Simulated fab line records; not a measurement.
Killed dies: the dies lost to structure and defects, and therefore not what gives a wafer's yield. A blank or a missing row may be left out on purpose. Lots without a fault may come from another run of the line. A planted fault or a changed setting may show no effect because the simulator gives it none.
Matching of chambers ; flow nand_harc ; 4 sister chambers for NHARC_A_CONTACT_ETCH_76 on rie_diel-01
The step etches the open film in N2/H2, target depth 260 nm, time 475.3 s. 18 wafers are shown with their chamber, then 9 later ones without.

== WAFERS PAIRED WITH THEIR CHAMBERS ==
wafer;chamber;showerhead_plenum_p_Torr (Torr);drypump_motor_current_A (A);rf_vpp_V (V)
L369.1;1;2.14;5.87;432.3
L369.2;3;1.96;5.64;429.4
L369.5;0;2.17;6.04;432.8
L372.2;2;2.01;5.91;430.5
L372.5;2;2.01;5.85;430.8
L372.6;3;1.96;5.67;428.7
L370.1;2;2.01;5.86;429.6
L370.2;0;2.17;6.05;434.8
L370.3;1;2.13;5.89;434.5
L375.4;3;1.95;5.62;429.2
L375.5;2;2.01;5.88;430.6
L376.6;3;1.95;5.64;429.1
L385.1;0;2.16;6.06;432.1
L385.4;2;2.01;5.90;431.0
L385.5;0;2.16;6.05;433.0
L386.1;2;2.00;5.87;428.9
L386.4;0;2.16;6.02;434.2
L386.6;3;1.95;5.66;428.9

SIGNATURES, as means of the wafers listed above
reading;chamber 0;chamber 1;chamber 2;chamber 3;scatter within a chamber
showerhead_plenum_p_Torr;2.1640;2.1350;2.0083;1.9540;0.00516
drypump_motor_current_A;6.0440;5.8800;5.8783;5.6460;0.0195
rf_vpp_V;433.380;433.400;430.233;429.060;0.879
Rule: distance of a wafer from a chamber = root of the sum over the readings of ((wafer's reading minus chamber's mean) / reading's scatter) squared. If the next closest chamber is less than 2 further off than the closest, the wafer can't be placed; otherwise it belongs to the closest. The scatter is the square root of a quotient: the sum, over the shown wafers, of each reading's squared deviation from its chamber's mean, divided by wafers minus chambers.

== WAFERS MISSING THEIR CHAMBER ==
wafer;showerhead_plenum_p_Torr (Torr);drypump_motor_current_A (A);rf_vpp_V (V)
L389.1;2.16;6.03;434.3
L389.4;1.95;5.65;426.4
L389.5;2.00;5.81;430.2
L392.2;2.12;5.88;432.9
L392.5;1.95;5.64;428.9
L392.6;2.00;5.87;428.9
L391.2;2.16;6.04;435.0
L391.4;2.00;5.92;429.0
L391.6;2.00;5.90;429.5

== WHICH CHAMBER EACH WENT THROUGH ==
wafer;from the rows above;in truth
L389.1;0;0
L389.4;3;3
L389.5;2;2
L392.2;1;1
L392.5;3;3
L392.6;2;2
L391.2;0;0
L391.4;2;2
L391.6;2;2
Correctly placed: 9 of 9. Left unplaced by these rows: 0. Number placed wrongly: 0.
